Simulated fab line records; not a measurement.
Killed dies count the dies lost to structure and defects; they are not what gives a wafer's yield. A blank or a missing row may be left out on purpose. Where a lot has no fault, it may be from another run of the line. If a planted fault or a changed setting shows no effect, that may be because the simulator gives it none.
Which tool was responsible? | flow nandHarc | 14 lots with 42 wafers sampled at 5 steps, on a route of 1302 steps

== WHAT EACH GAUGE READ, for each wafer ==
NHARC_A_M1_CD_MEAS_09: the cd target is 120 nm.
lot  | measured     | on       | cdNm (nm)
L967 | day 22 18:56 | cdSem-02 | 120.2 120.2 120.2
L968 | day 23 08:24 | cdSem-02 | 119.9 119.8 119.8
L969 | day 23 08:50 | cdSem-02 | 120.0 119.7 120.6
L971 | day 24 03:05 | cdSem-03 | 119.7 119.9 121.1
L972 | day 24 10:26 | cdSem-03 | 120.7 120.4 120.3
L973 | day 25 10:33 | cdSem-01 | 119.7 120.1 120.0
L975 | day 27 03:40 | cdSem-03 | 120.5 119.7 119.6
L979 | day 28 12:58 | cdSem-01 | 120.4 119.9 119.8
L982 | day 29 09:41 | cdSem-02 | 119.7 119.6 119.6
L985 | day 30 10:17 | cdSem-02 | 119.8 119.6 119.4
L987 | day 30 20:22 | cdSem-03 | 119.8 120.1 120.0
L988 | day 31 10:35 | cdSem-01 | 120.1 118.7 119.5
L990 | day 32 16:14 | cdSem-02 | 120.4 119.6 119.0
L989 | day 33 05:20 | cdSem-01 | 120.1 120.0 120.7

NHARC_A_M1_CD_MEAS_16.
lot  | measured     | on       | cdNm (nm)
L967 | day 22 19:26 | cdSem-02 | 119.9 119.1 120.1
L968 | day 23 08:56 | cdSem-01 | 119.1 118.9 119.4
L969 | day 23 09:19 | cdSem-03 | 120.3 120.1 121.3
L971 | day 24 03:34 | cdSem-02 | 120.1 119.5 121.1
L972 | day 24 10:55 | cdSem-03 | 119.7 120.3 120.7
L973 | day 25 11:02 | cdSem-02 | 120.1 119.4 119.6
L975 | day 27 04:09 | cdSem-01 | 120.8 120.0 120.2
L979 | day 28 13:27 | cdSem-01 | 121.0 119.0 120.1
L982 | day 29 10:10 | cdSem-02 | 119.9 118.8 119.3
L985 | day 30 10:48 | cdSem-01 | 120.6 119.7 119.2
L987 | day 30 20:51 | cdSem-01 | 121.1 119.7 119.9
L988 | day 31 11:04 | cdSem-01 | 120.5 116.7 120.7
L990 | day 32 16:46 | cdSem-01 | 119.4 120.3 118.7
L989 | day 33 05:50 | cdSem-02 | 120.4 119.4 119.5

NHARC_END_SORT_01.
lot  | measured     | on        | defectLimitedYield (%) | killedAtArray | killedAtOther | killedAtPeriphery | killedDies | killedOpen | killedShort
L975 | day 28 16:53 | prober-01 | 90.0 0 91.9            | 64 675 50     | 1 0 3         | 3 2 2             | 68 677 55  | 5 4 4      | 1 2 0
L979 | day 30 03:11 | prober-01 | 93.1 0 91.7            | 44 673 51     | 2 1 1         | 1 3 4             | 47 677 56  | 2 7 3      | 1 2 1

== WHICH TOOL RAN EACH LOT (tool, then ch and the chambers of the sampled wafers, then the start) ==
lot  | NHARC_A_M1_PVD_21           | NHARC_A_BONDPAD_PRE_CLEAN_26
L967 | pvdSputter-02, day 22 20:24 | pvdSputter-01, no start
L968 | pvdSputter-01, day 23 09:57 | pvdSputter-02, no start
L969 | pvdSputter-02, day 23 10:16 | pvdSputter-01, no start
L971 | pvdSputter-03, day 24 04:30 | pvdSputter-03, no start
L972 | pvdSputter-03, day 24 11:53 | pvdSputter-01, no start
L973 | pvdSputter-02, day 25 11:58 | pvdSputter-01, no start
L975 | pvdSputter-03, day 27 05:05 | pvdSputter-01, day 28 16:53 or earlier
L979 | pvdSputter-03, day 28 14:25 | pvdSputter-02, day 30 03:11 or earlier
L982 | pvdSputter-01, day 29 11:08 | pvdSputter-01, no start
L985 | pvdSputter-01, day 30 16:49 | pvdSputter-02, no start
L987 | pvdSputter-01, day 30 21:55 | pvdSputter-03, no start
L988 | pvdSputter-02, day 31 12:01 | pvdSputter-03, no start
L990 | pvdSputter-02, day 32 17:42 | pvdSputter-03, no start
L989 | pvdSputter-01, day 33 06:46 | pvdSputter-01, no start
- NHARC_A_M1_PVD_21: deposits Cu, target thk 30 nm, time 20.49 s.
- NHARC_A_BONDPAD_PRE_CLEAN_26: time 30 s.

== WHAT THE TOOLS THEMSELVES READ (means of the sampled wafers that have a number; where no wafer has one, the mark that the record gives instead) ==
NHARC_A_M1_PVD_21.
lot  | tool          | throttleValvePct (%)
L967 | pvdSputter-02 | 28.3
L968 | pvdSputter-01 | 30.0
L969 | pvdSputter-02 | 29.7
L971 | pvdSputter-03 | 29.8
L972 | pvdSputter-03 | 29.5
L973 | pvdSputter-02 | 31.0
L975 | pvdSputter-03 | 30.2
L979 | pvdSputter-03 | 30.0
L982 | pvdSputter-01 | 29.2
L985 | pvdSputter-01 | 29.3
L987 | pvdSputter-01 | 29.8
L988 | pvdSputter-02 | 30.0
L990 | pvdSputter-02 | 30.4
L989 | pvdSputter-01 | 30.0

NHARC_A_BONDPAD_PRE_CLEAN_26.
lot  | tool          | heaterPowerW (W)
L967 | pvdSputter-01 | 441
L968 | pvdSputter-02 | 459
L969 | pvdSputter-01 | 449
L971 | pvdSputter-03 | 433
L972 | pvdSputter-01 | 481
L973 | pvdSputter-01 | 475
L975 | pvdSputter-01 | 488
L979 | pvdSputter-02 | 452
L982 | pvdSputter-01 | 468
L985 | pvdSputter-02 | 426
L987 | pvdSputter-03 | 397
L988 | pvdSputter-03 | 397
L990 | pvdSputter-03 | 406
L989 | pvdSputter-01 | 439

== THE ANSWER, worked out from the rows above alone ==
Rule: the usual values come from the lots themselves. Put in order of their means at a reading, lots are off if they are a third of the lots or fewer, leave a main group of 4 or more, and stand apart from it by a gap of 3 or more times the standard deviation of the main group's means; of several such gaps the widest counts. A main group whose means are all the same, to the digits that the tables above print for the reading, isn't used. Also off: a lot with no number at a reading for which 4 or more lots have one. The other lots that the step has rows for count as sound. The gauges are gone through in route order, then the tools' own readings, and for those a lot's mean is taken as printed above. At the first step where some lot is off, the reading lying furthest off is the one used; lots without a number count as furthest.
No lot is off on any of the readings shown, so nothing can be concluded from this.

== WHAT WAS PUT IN BY THE SIMULATOR ==
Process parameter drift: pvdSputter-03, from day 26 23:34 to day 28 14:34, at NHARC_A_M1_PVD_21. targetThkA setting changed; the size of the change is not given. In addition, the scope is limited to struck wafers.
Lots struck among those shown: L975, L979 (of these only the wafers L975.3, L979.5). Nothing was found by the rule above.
